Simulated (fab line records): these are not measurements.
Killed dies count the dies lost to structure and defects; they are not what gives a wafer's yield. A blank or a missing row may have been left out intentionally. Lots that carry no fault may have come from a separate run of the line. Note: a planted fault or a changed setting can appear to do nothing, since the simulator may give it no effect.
fab line records	flow n5-finfet
record: lots: 24	wafers: 72	last-day: 18
route steps=1938 shown BEOL_M3@1002 BEOL_M4@1024
lots that met no fault: taken from a fault-free run of the same line
start-h: hours from the record's first day to the start of the lot's first wafer shown	wait-h: hours elapsed since this lot's preceding step	" the same as in the row above	L1.1+2: one row covering several wafers at once	- no value present, or no start provided	* or withheld: withheld	< > ~ a bound
route shown NAME@n: a module of which the file shows steps, and the number in the route of the first	usual: mean/standard deviation of fault-free wafers	same: alike in all rows	chamber/n: place in a boat	sites: the reading at each site	_std_site: how widely they spread, as a standard deviation	_edge_site: mean of outer sites minus mean of inner sites	radius-mm: for every site, how far away it sits from the centre of the wafer	mask NAME#n: copy n	behind: the tool/chamber that last shaped the wafer	hold: cause of the lot's hold/its duration in hours/its outcome	device: the transistor (n, p or np) that didn't switch	end of line: tests run on the same wafers once the route is complete	a step without rows: its recipe alone	killed: the dies lost at the first sort to structure and to defects; this is not the yield of the wafer	map: dies across one wafer; x = killed, . = not, _ = none there
set.NAME: the setting as run; set.NAME@STEP: as run at that earlier step	model.NAME: the simulator's own value behind a step, which no gauge read
route steps across a sampled set of lots; one table per step, one row per wafer
services: a tool's chamber out of use, with start hour (start-h, from the record's first day; less than 0 if before it), hours out, and reason
== steps ==
step: N5_BEOL_M3_SPUTTER_88
recipe: material: Cu	target-thk-a: 45	temp-c: -20	chamber-pressure-pa: 0.07	power-w: withheld	time-s: 8.29
usual: throttle-valve-pct: 29.9/1.2
lot.wafer	tool	chamber	start-h	wait-h	throttle-valve-pct
L074.2	pvd-sputter-01	-	160.22	0.1	27.9
L074.3	"	-	"	"	31.4
L074.6	"	-	"	"	29.8
L075.1	pvd-sputter-03	-	162.26	0.1	30.9
L075.3	"	-	"	"	31.1
L075.5	"	-	"	"	30.8
L076.2	pvd-sputter-01	-	166.90	0.1	29.9
L076.3	"	-	"	"	30.3
L076.5	"	-	"	"	30.1
L077.3	pvd-sputter-03	-	175.58	0.1	30.7
L077.5	"	-	"	"	30.7
L077.6	"	-	"	"	29.0
L078.2	pvd-sputter-02	-	180.92	0.1	29.5
L078.4	"	-	"	"	28.5
L078.6	"	-	"	"	28.4
L079.2	pvd-sputter-03	-	188.86	0.1	29.1
L079.3	"	-	"	"	28.0
L079.6	"	-	"	"	29.1
L080.1	pvd-sputter-02	-	188.92	0.1	29.6
L080.3	"	-	"	"	31.1
L080.5	"	-	"	"	29.7
L081.1	pvd-sputter-02	-	195.28	0.1	28.4
L081.3	"	-	"	"	29.5
L081.6	"	-	"	"	28.4
L083.3	pvd-sputter-02	-	206.02	0.1	30.9
L083.4	"	-	"	"	31.3
L083.5	"	-	"	"	28.4
L082.2	pvd-sputter-02	-	214.74	0.1	28.5
L082.3	"	-	"	"	29.7
L082.5	"	-	"	"	29.8
L084.1	pvd-sputter-02	-	217.62	0.1	29.8
L084.2	"	-	"	"	31.3
L084.4	"	-	"	"	28.3
L085.2	pvd-sputter-03	-	224.77	0.1	29.3
L085.3	"	-	"	"	30.7
L085.5	"	-	"	"	30.8
L086.1	pvd-sputter-01	-	229.83	0.1	30.2
L086.4	"	-	"	"	28.0
L086.6	"	-	"	"	30.2
L087.1	pvd-sputter-02	-	237.80	0.1	28.4
L087.4	"	-	"	"	30.9
L087.5	"	-	"	"	30.9
L088.2	pvd-sputter-03	-	243.44	0.1	28.2
L088.5	"	-	"	"	31.2
L088.6	"	-	"	"	29.1
L089.4	pvd-sputter-01	-	244.25	0.1	30.5
L089.5	"	-	"	"	30.4
L089.6	"	-	"	"	27.9
L090.1	pvd-sputter-03	-	250.36	0.1	28.9
L090.2	"	-	"	"	30.9
L090.6	"	-	"	"	28.2
L091.1	pvd-sputter-01	-	251.87	0.1	31.3
L091.3	"	-	"	"	29.7
L091.5	"	-	"	"	31.5
L092.1	pvd-sputter-01	-	271.88	0.1	28.2
L092.2	"	-	"	"	30.2
L092.6	"	-	"	"	30.0
L093.1	pvd-sputter-02	-	276.68	0.1	28.4
L093.4	"	-	"	"	29.7
L093.5	"	-	"	"	31.0
L094.1	pvd-sputter-01	-	281.71	0.1	29.8
L094.5	"	-	"	"	29.8
L094.6	"	-	"	"	31.3
L095.1	pvd-sputter-02	-	288.77	0.1	31.2
L095.2	"	-	"	"	29.5
L095.4	"	-	"	"	31.2
L096.2	pvd-sputter-01	-	295.81	0.1	30.3
L096.3	"	-	"	"	31.4
L096.5	"	-	"	"	29.7
L097.1	pvd-sputter-03	-	305.57	0.1	30.6
L097.3	"	-	"	"	31.1
L097.5	"	-	"	"	30.9
step: N5_BEOL_M3_SPUTTER_92
recipe: material: Cu	target-thk-a: 45	temp-c: -20	chamber-pressure-pa: 0.07	power-w: withheld	time-s: 8.29
usual: throttle-valve-pct: 29.9/1.2
lot.wafer	tool	chamber	start-h	wait-h	throttle-valve-pct
L074.2	pvd-sputter-01	-	160.66	0.1	28.1
L074.3	"	-	"	"	31.6
L074.6	"	-	"	"	29.9
L075.1	pvd-sputter-03	-	162.70	0.1	31.0
L075.3	"	-	"	"	30.8
L075.5	"	-	"	"	30.7
L076.2	pvd-sputter-01	-	167.34	0.1	30.1
L076.3	"	-	"	"	30.5
L076.5	"	-	"	"	29.8
L077.3	pvd-sputter-03	-	176.02	0.1	30.7
L077.5	"	-	"	"	31.0
L077.6	"	-	"	"	29.2
L078.2	pvd-sputter-02	-	181.36	0.1	29.4
L078.4	"	-	"	"	28.6
L078.6	"	-	"	"	28.4
L079.2	pvd-sputter-03	-	189.30	0.1	29.2
L079.3	"	-	"	"	28.1
L079.6	"	-	"	"	28.9
L080.1	pvd-sputter-02	-	189.36	0.1	29.6
L080.3	"	-	"	"	30.9
L080.5	"	-	"	"	29.5
L081.1	pvd-sputter-02	-	195.72	0.1	28.5
L081.3	"	-	"	"	29.7
L081.6	"	-	"	"	28.7
L083.3	pvd-sputter-02	-	206.46	0.1	31.2
L083.4	"	-	"	"	30.9
L083.5	"	-	"	"	28.2
L082.2	pvd-sputter-02	-	215.18	0.1	28.5
L082.3	"	-	"	"	29.3
L082.5	"	-	"	"	29.6
L084.1	pvd-sputter-02	-	218.06	0.1	29.5
L084.2	"	-	"	"	31.1
L084.4	"	-	"	"	28.8
L085.2	pvd-sputter-03	-	225.21	0.1	28.8
L085.3	"	-	"	"	30.8
L085.5	"	-	"	"	30.9
L086.1	pvd-sputter-01	-	230.27	0.1	30.9
L086.4	"	-	"	"	27.9
L086.6	"	-	"	"	30.3
L087.1	pvd-sputter-02	-	238.24	0.1	28.4
L087.4	"	-	"	"	31.2
L087.5	"	-	"	"	31.0
L088.2	pvd-sputter-03	-	243.88	0.1	28.2
L088.5	"	-	"	"	31.0
L088.6	"	-	"	"	29.0
L089.4	pvd-sputter-01	-	244.69	0.1	30.1
L089.5	"	-	"	"	30.4
L089.6	"	-	"	"	27.9
L090.1	pvd-sputter-03	-	250.80	0.1	29.0
L090.2	"	-	"	"	30.7
L090.6	"	-	"	"	28.1
L091.1	pvd-sputter-01	-	252.31	0.1	31.5
L091.3	"	-	"	"	29.9
L091.5	"	-	"	"	31.2
L092.1	pvd-sputter-01	-	272.32	0.1	27.8
L092.2	"	-	"	"	30.5
L092.6	"	-	"	"	29.8
L093.1	pvd-sputter-02	-	277.12	0.1	28.5
L093.4	"	-	"	"	29.4
L093.5	"	-	"	"	31.1
L094.1	pvd-sputter-01	-	282.15	0.1	29.8
L094.5	"	-	"	"	29.7
L094.6	"	-	"	"	31.3
L095.1	pvd-sputter-02	-	289.21	0.1	31.5
L095.2	"	-	"	"	29.6
L095.4	"	-	"	"	31.4
L096.2	pvd-sputter-01	-	296.25	0.1	30.8
L096.3	"	-	"	"	31.6
L096.5	"	-	"	"	30.0
L097.1	pvd-sputter-03	-	306.01	0.1	30.8
L097.3	"	-	"	"	30.9
L097.5	"	-	"	"	31.1
step: N5_BEOL_M3_RS_MEAS_58
recipe: thk-meas-gauge: four-point-probe	reads: Co_of_BEOL_M3_CO_CAP_55+Cu_of_BEOL_M3_ECD_50+Co_of_BEOL_M3_CVD_47+TaN_of_BEOL_M3_ALD_84
usual: M3_RS: 0.68/0.037
lot.wafer	tool	chamber	start-h	wait-h	M3_RS[ohm/sq]
L074.2	film-metro-01	-	162.17	0.1	0.68
L074.3	"	-	"	"	0.66
L074.6	"	-	"	"	0.64
L075.1	film-metro-01	-	164.19	0.0	0.60
L075.3	"	-	"	"	0.64
L075.5	"	-	"	"	0.60
L076.2	film-metro-01	-	169.05	0.1	0.67
L076.3	"	-	"	"	0.68
L076.5	"	-	"	"	0.63
L077.3	film-metro-01	-	179.43	0.1	0.65
L077.5	"	-	"	"	0.70
L077.6	"	-	"	"	0.63
L078.2	film-metro-02	-	182.85	0.1	0.65
L078.4	"	-	"	"	0.68
L078.6	"	-	"	"	0.65
L079.2	film-metro-02	-	191.55	0.1	0.72
L079.3	"	-	"	"	0.68
L079.6	"	-	"	"	0.70
L080.1	film-metro-02	-	192.71	0.0	0.67
L080.3	"	-	"	"	0.66
L080.5	"	-	"	"	0.62
L081.1	film-metro-01	-	198.16	0.1	0.67
L081.3	"	-	"	"	0.72
L081.6	"	-	"	"	0.63
L083.3	film-metro-01	-	208.79	0.1	0.74
L083.4	"	-	"	"	0.64
L083.5	"	-	"	"	0.72
L082.2	film-metro-02	-	218.84	0.1	0.71
L082.3	"	-	"	"	0.69
L082.5	"	-	"	"	0.69
L084.1	film-metro-02	-	222.95	0.0	0.78
L084.2	"	-	"	"	0.74
L084.4	"	-	"	"	0.67
L085.2	film-metro-01	-	229.52	0.1	0.70
L085.3	"	-	"	"	0.68
L085.5	"	-	"	"	0.65
L086.1	film-metro-02	-	234.71	0.0	0.71
L086.4	"	-	"	"	0.67
L086.6	"	-	"	"	0.68
L087.1	film-metro-01	-	242.66	0.1	0.69
L087.4	"	-	"	"	0.68
L087.5	"	-	"	"	0.68
L088.2	film-metro-02	-	245.44	0.1	0.69
L088.5	"	-	"	"	0.64
L088.6	"	-	"	"	0.70
L089.4	film-metro-02	-	246.19	0.0	0.67
L089.5	"	-	"	"	0.66
L089.6	"	-	"	"	0.69
L090.1	film-metro-01	-	252.29	0.0	0.65
L090.2	"	-	"	"	0.65
L090.6	"	-	"	"	0.69
L091.1	film-metro-01	-	253.83	0.1	0.69
L091.3	"	-	"	"	0.74
L091.5	"	-	"	"	0.62
L092.1	film-metro-01	-	273.81	0.0	0.71
L092.2	"	-	"	"	0.66
L092.6	"	-	"	"	0.65
L093.1	film-metro-01	-	278.62	0.0	0.67
L093.4	"	-	"	"	0.62
L093.5	"	-	"	"	0.64
L094.1	film-metro-01	-	283.64	0.0	0.72
L094.5	"	-	"	"	0.66
L094.6	"	-	"	"	0.69
L095.1	film-metro-02	-	290.78	0.0	0.71
L095.2	"	-	"	"	0.71
L095.4	"	-	"	"	0.65
L096.2	film-metro-02	-	297.82	0.1	0.69
L096.3	"	-	"	"	0.71
L096.5	"	-	"	"	0.69
L097.1	film-metro-02	-	307.51	0.0	0.73
L097.3	"	-	"	"	0.67
L097.5	"	-	"	"	0.63
step: N5_BEOL_M4_HM_DEP_02
recipe: material: TiN	target-thk-a: 200	temp-c: 25	chamber-pressure-pa: 0.49996
usual: throttle-valve-pct: 29.9/1.3
lot.wafer	tool	chamber	start-h	wait-h	throttle-valve-pct
L074.2	pvd-sputter-03	-	163.76	1.4	30.9
L074.3	"	-	"	"	28.1
L074.6	"	-	"	"	28.4
L075.1	pvd-sputter-03	-	164.72	0.3	31.2
L075.3	"	-	"	"	27.9
L075.5	"	-	"	"	29.1
L076.2	pvd-sputter-01	-	170.85	1.6	29.9
L076.3	"	-	"	"	27.8
L076.5	"	-	"	"	28.1
L077.3	pvd-sputter-01	-	180.47	0.9	31.3
L077.5	"	-	"	"	31.3
L077.6	"	-	"	"	27.8
L078.2	pvd-sputter-02	-	183.56	0.5	30.9
L078.4	"	-	"	"	31.2
L078.6	"	-	"	"	30.9
L079.2	pvd-sputter-02	-	193.24	1.5	31.2
L079.3	"	-	"	"	31.0
L079.6	"	-	"	"	29.4
L080.1	pvd-sputter-02	-	193.70	0.8	31.1
L080.3	"	-	"	"	28.4
L080.5	"	-	"	"	31.2
L081.1	pvd-sputter-02	-	200.02	1.7	31.1
L081.3	"	-	"	"	29.6
L081.6	"	-	"	"	31.4
L083.3	pvd-sputter-02	-	209.14	0.2	31.2
L083.4	"	-	"	"	28.4
L083.5	"	-	"	"	28.6
L082.2	pvd-sputter-03	-	219.09	0.0	31.2
L082.3	"	-	"	"	29.3
L082.5	"	-	"	"	28.3
L084.1	pvd-sputter-02	-	224.31	1.2	31.5
L084.2	"	-	"	"	29.8
L084.4	"	-	"	"	31.1
L085.2	pvd-sputter-01	-	231.01	1.3	31.3
L085.3	"	-	"	"	30.5
L085.5	"	-	"	"	31.5
L086.1	pvd-sputter-01	-	235.23	0.3	31.6
L086.4	"	-	"	"	30.4
L086.6	"	-	"	"	27.8
L087.1	pvd-sputter-02	-	243.72	0.9	28.5
L087.4	"	-	"	"	31.0
L087.5	"	-	"	"	31.3
L088.2	pvd-sputter-03	-	247.32	1.7	30.8
L088.5	"	-	"	"	28.7
L088.6	"	-	"	"	31.0
L089.4	pvd-sputter-03	-	247.82	1.4	27.9
L089.5	"	-	"	"	28.4
L089.6	"	-	"	"	30.9
L090.1	pvd-sputter-01	-	253.41	0.9	30.4
L090.2	"	-	"	"	29.9
L090.6	"	-	"	"	30.3
L091.1	pvd-sputter-01	-	258.61	4.6	31.1
L091.3	"	-	"	"	30.6
L091.5	"	-	"	"	27.7
L092.1	pvd-sputter-01	-	274.56	0.6	29.4
L092.2	"	-	"	"	30.2
L092.6	"	-	"	"	29.8
L093.1	pvd-sputter-03	-	279.13	0.3	30.6
L093.4	"	-	"	"	29.1
L093.5	"	-	"	"	29.6
L094.1	pvd-sputter-03	-	284.22	0.4	31.0
L094.5	"	-	"	"	30.7
L094.6	"	-	"	"	29.3
L095.1	pvd-sputter-01	-	291.69	0.7	30.4
L095.2	"	-	"	"	27.9
L095.4	"	-	"	"	31.4
L096.2	pvd-sputter-02	-	298.43	0.4	31.2
L096.3	"	-	"	"	31.1
L096.5	"	-	"	"	31.2
L097.1	pvd-sputter-01	-	309.56	1.9	29.9
L097.3	"	-	"	"	30.4
L097.5	"	-	"	"	31.4
step: N5_BEOL_M4_STRIP_66
recipe: chemistry: CF4	resist: SiARC	power-w: 300	bias-power-w: 75	pressure-mtorr: 50	cf4-flow-sccm: 150	rf-frequency-hz: 6e+07
usual: drypump-motor-current-A: 5.9/0.39	oes-product-au: 0.76/0.089	rf-vpp-V: 270.9/1.7	showerhead-plenum-p-Torr: 1.77/0.065	throttle-valve-pct: 13.57/0.19
lot.wafer	tool	chamber	start-h	wait-h	drypump-motor-current-A	oes-product-au	rf-hours-counter-h	rf-vpp-V	showerhead-plenum-p-Torr	throttle-valve-pct
L074.2	rie-diel-03	1	164.73	0.0	6.3	0.77	115	271.4	1.79	13.51
L074.3	"	3	"	"	6.0	0.72	190	273.0	1.78	13.46
L074.6	"	2	"	"	5.4	0.66	-	272.1	1.77	13.73
L075.1	rie-diel-05	2	165.58	0.0	5.5	0.92	14	272.0	1.76	13.17
L075.3	"	0	"	"	5.8	0.70	217	272.8	1.85	13.56
L075.5	"	0	"	"	5.7	0.70	-	272.2	1.85	13.54
L076.2	rie-diel-05	1	171.92	0.0	5.1	0.69	220	273.4	1.83	13.85
L076.3	"	3	"	"	6.5	0.70	203	271.4	1.83	13.85
L076.5	"	1	"	"	5.1	0.69	-	273.8	1.83	13.84
L077.3	rie-diel-03	1	181.32	0.0	6.3	0.77	120	270.8	1.79	13.52
L077.5	"	2	"	"	5.5	0.66	-	269.8	1.77	13.72
L077.6	"	3	"	"	5.9	0.71	-	270.7	1.78	13.48
L078.2	rie-diel-02	0	184.35	0.0	6.3	0.74	147	269.3	1.64	13.64
L078.4	"	1	"	"	5.4	0.72	183	274.3	1.85	13.47
L078.6	"	2	"	"	5.8	0.69	-	270.9	1.77	13.93
L079.2	rie-diel-05	2	194.17	0.0	5.5	0.89	23	272.4	1.76	13.18
L079.3	"	3	"	"	6.4	0.69	210	272.6	1.83	13.86
L079.6	"	3	"	"	6.5	0.70	-	271.8	1.83	13.85
L080.1	rie-diel-02	3	194.43	0.0	6.0	0.83	53	271.9	1.74	13.54
L080.3	"	0	"	"	6.3	0.74	152	266.8	1.64	13.63
L080.5	"	0	"	"	6.4	0.75	-	269.8	1.64	13.66
L081.1	rie-diel-02	3	201.29	0.0	6.0	0.82	56	268.5	1.74	13.53
L081.3	"	1	"	"	5.4	0.73	191	272.2	1.85	13.48
L081.6	"	1	"	"	5.4	0.71	-	271.9	1.85	13.45
L083.3	rie-diel-03	0	209.99	0.0	6.2	0.67	249	271.8	1.77	13.92
L083.4	"	3	"	"	5.9	0.70	-	271.8	1.78	13.49
L083.5	"	1	"	"	6.3	0.76	-	269.7	1.78	13.53
L082.2	rie-diel-05	1	219.95	0.0	5.1	0.69	230	273.0	1.83	13.87
L082.3	"	3	"	"	6.5	0.69	218	272.2	1.83	13.86
L082.5	"	3	"	"	6.5	0.68	-	273.9	1.83	13.87
L084.1	rie-diel-02	0	225.21	0.0	6.3	0.74	164	267.9	1.64	13.66
L084.2	"	1	"	"	5.4	0.71	202	274.8	1.84	13.49
L084.4	"	2	"	"	5.8	0.92	7	269.3	1.77	13.38
L085.2	rie-diel-02	2	231.74	0.0	5.7	0.91	10	270.8	1.77	13.40
L085.3	"	3	"	"	5.9	0.81	68	270.3	1.74	13.59
L085.5	"	3	"	"	6.0	0.82	-	269.6	1.74	13.58
L086.1	rie-diel-05	0	236.08	0.0	5.8	0.68	241	273.0	1.84	13.61
L086.4	"	3	"	"	6.5	0.69	223	271.2	1.83	13.89
L086.6	"	0	"	"	5.7	0.69	-	272.1	1.84	13.60
L087.1	rie-diel-03	1	244.58	0.0	6.3	0.75	145	272.2	1.78	13.57
L087.4	"	0	"	"	6.3	1.01	0	270.6	1.77	13.34
L087.5	"	1	"	"	6.3	0.75	-	271.4	1.78	13.57
L088.2	rie-diel-02	1	248.66	0.0	5.4	0.70	210	274.7	1.84	13.53
L088.5	"	2	"	"	5.8	0.91	-	270.3	1.77	13.40
L088.6	"	1	"	"	5.4	0.70	-	272.2	1.84	13.52
L089.4	rie-diel-02	3	248.89	0.0	5.9	0.81	73	269.7	1.74	13.57
L089.5	"	2	"	"	5.8	0.90	-	271.8	1.77	13.41
L089.6	"	1	"	"	5.4	0.71	-	271.9	1.84	13.51
L090.1	rie-diel-02	2	254.47	0.0	5.8	0.90	17	269.3	1.77	13.41
L090.2	"	0	"	"	6.4	0.72	174	269.5	1.63	13.68
L090.6	"	1	"	"	5.4	0.70	-	273.1	1.84	13.52
L091.1	rie-diel-02	3	259.66	0.0	6.0	0.81	77	270.6	1.73	13.59
L091.3	"	0	"	"	6.3	0.72	176	267.6	1.63	13.71
L091.5	"	0	"	"	6.4	0.73	-	267.2	1.63	13.69
L092.1	rie-diel-02	2	275.42	0.0	5.7	0.87	25	269.5	1.77	13.42
L092.2	"	3	"	"	5.9	0.79	82	270.3	1.73	13.62
L092.6	"	2	"	"	5.7	0.88	-	270.1	1.77	13.42
L093.1	rie-diel-05	0	280.01	0.0	5.8	1.01	0	272.6	1.84	13.04
L093.4	"	2	"	"	5.5	0.85	-	269.7	1.75	13.27
L093.5	"	3	"	"	6.5	0.68	-	271.6	1.82	13.95
L094.1	rie-diel-03	1	285.07	0.0	6.4	0.74	158	271.1	1.78	13.62
L094.5	"	1	"	"	6.4	0.73	-	271.6	1.78	13.61
L094.6	"	0	"	"	6.3	0.94	-	271.2	1.77	13.39
L095.1	rie-diel-02	1	293.40	0.0	5.4	0.70	225	272.2	1.84	13.56
L095.2	"	0	"	"	6.4	0.72	186	267.7	1.63	13.72
L095.4	"	3	"	"	6.0	0.79	90	270.1	1.73	13.61
L096.2	rie-diel-02	2	299.29	0.0	5.8	0.86	35	270.8	1.76	13.45
L096.3	"	1	"	"	5.4	0.70	228	272.3	1.84	13.58
L096.5	"	2	"	"	5.8	0.86	-	270.1	1.76	13.46
L097.1	rie-diel-02	2	310.45	0.0	5.8	0.85	39	270.4	1.76	13.47
L097.3	"	3	"	"	6.0	0.78	96	270.8	1.73	13.64
L097.5	"	0	"	"	6.4	0.71	-	268.5	1.63	13.76
step: N5_BEOL_M4_CD_MEAS_18
recipe: pitch-nm: 36	target-cd-nm: 18
usual: cd-nm: 18.0/0.35
lot.wafer	tool	chamber	start-h	wait-h	cd-nm
L074.2	cd-sem-02	-	164.99	0.1	18.1
L074.3	"	-	"	"	17.8
L074.6	"	-	"	"	18.0
L075.1	cd-sem-03	-	165.80	0.0	18.3
L075.3	"	-	"	"	18.1
L075.5	"	-	"	"	18.0
L076.2	cd-sem-02	-	172.15	0.1	17.2
L076.3	"	-	"	"	18.0
L076.5	"	-	"	"	17.6
L077.3	cd-sem-01	-	181.68	0.1	18.0
L077.5	"	-	"	"	18.1
L077.6	"	-	"	"	17.7
L078.2	cd-sem-01	-	184.58	0.1	17.6
L078.4	"	-	"	"	17.7
L078.6	"	-	"	"	17.4
L079.2	cd-sem-03	-	194.39	0.1	18.1
L079.3	"	-	"	"	18.1
L079.6	"	-	"	"	18.3
L080.1	cd-sem-03	-	194.65	0.0	18.0
L080.3	"	-	"	"	18.7
L080.5	"	-	"	"	18.2
L081.1	cd-sem-01	-	201.56	0.1	17.9
L081.3	"	-	"	"	17.9
L081.6	"	-	"	"	18.2
L083.3	cd-sem-01	-	210.22	0.1	17.8
L083.4	"	-	"	"	17.2
L083.5	"	-	"	"	17.2
L082.2	cd-sem-01	-	220.21	0.1	18.1
L082.3	"	-	"	"	18.1
L082.5	"	-	"	"	18.0
L084.1	cd-sem-02	-	225.43	0.0	18.2
L084.2	"	-	"	"	18.3
L084.4	"	-	"	"	18.2
L085.2	cd-sem-03	-	232.05	0.1	17.7
L085.3	"	-	"	"	17.4
L085.5	"	-	"	"	17.3
L086.1	cd-sem-01	-	236.35	0.0	18.0
L086.4	"	-	"	"	17.7
L086.6	"	-	"	"	17.7
L087.1	cd-sem-03	-	244.80	0.0	17.6
L087.4	"	-	"	"	18.3
L087.5	"	-	"	"	17.8
L088.2	cd-sem-02	-	248.96	0.1	17.9
L088.5	"	-	"	"	18.2
L088.6	"	-	"	"	18.7
L089.4	cd-sem-03	-	249.11	0.1	17.6
L089.5	"	-	"	"	17.9
L089.6	"	-	"	"	17.9
L090.1	cd-sem-01	-	254.70	0.0	18.3
L090.2	"	-	"	"	18.3
L090.6	"	-	"	"	18.3
L091.1	cd-sem-02	-	259.88	0.0	17.5
L091.3	"	-	"	"	18.4
L091.5	"	-	"	"	18.4
L092.1	cd-sem-01	-	275.70	0.0	18.1
L092.2	"	-	"	"	17.3
L092.6	"	-	"	"	17.7
L093.1	cd-sem-01	-	280.23	0.0	17.9
L093.4	"	-	"	"	18.0
L093.5	"	-	"	"	18.2
L094.1	cd-sem-02	-	285.30	0.0	17.8
L094.5	"	-	"	"	18.0
L094.6	"	-	"	"	18.7
L095.1	cd-sem-01	-	293.62	0.0	18.3
L095.2	"	-	"	"	18.9
L095.4	"	-	"	"	17.9
L096.2	cd-sem-02	-	299.51	0.1	18.4
L096.3	"	-	"	"	18.1
L096.5	"	-	"	"	18.5
L097.1	cd-sem-03	-	310.71	0.0	17.8
L097.3	"	-	"	"	17.4
L097.5	"	-	"	"	18.2
== services ==
tool	chamber	start-h	hours	kind
rie-diel-05	1	141.45	1.7	repair
rie-diel-02	2	188.84	-	clean
rie-diel-02	2	188.84	-	consumable-replace:focus-ring
rie-diel-02	2	188.84	16.3	scheduled-down
rie-diel-02	2	188.84	16.3	vent-cycle
rie-diel-03	2	203.59	-	clean
rie-diel-03	1	217.32	3.5	repair
rie-diel-05	3	253.97	1.8	repair
pvd-sputter-03	-	254.06	7.5	repair
rie-diel-05	0	257.65	-	clean
rie-diel-05	0	257.65	-	consumable-replace:focus-ring
rie-diel-02	1	259.41	3.0	repair
rie-diel-02	0	272.35	6.4	repair
rie-diel-03	3	272.91	8.3	repair
rie-diel-05	1	279.73	-	clean
rie-diel-05	1	279.73	-	consumable-replace:focus-ring
rie-diel-05	1	279.73	13.1	scheduled-down
rie-diel-05	1	279.73	13.1	vent-cycle
rie-diel-05	3	304.19	-	clean
rie-diel-05	3	304.19	-	consumable-replace:focus-ring
rie-diel-05	3	304.19	26.9	scheduled-down
rie-diel-05	3	304.19	26.9	vent-cycle
rie-diel-03	2	308.08	2.5	repair
rie-diel-03	3	308.34	5.9	repair
== key ==
fault none
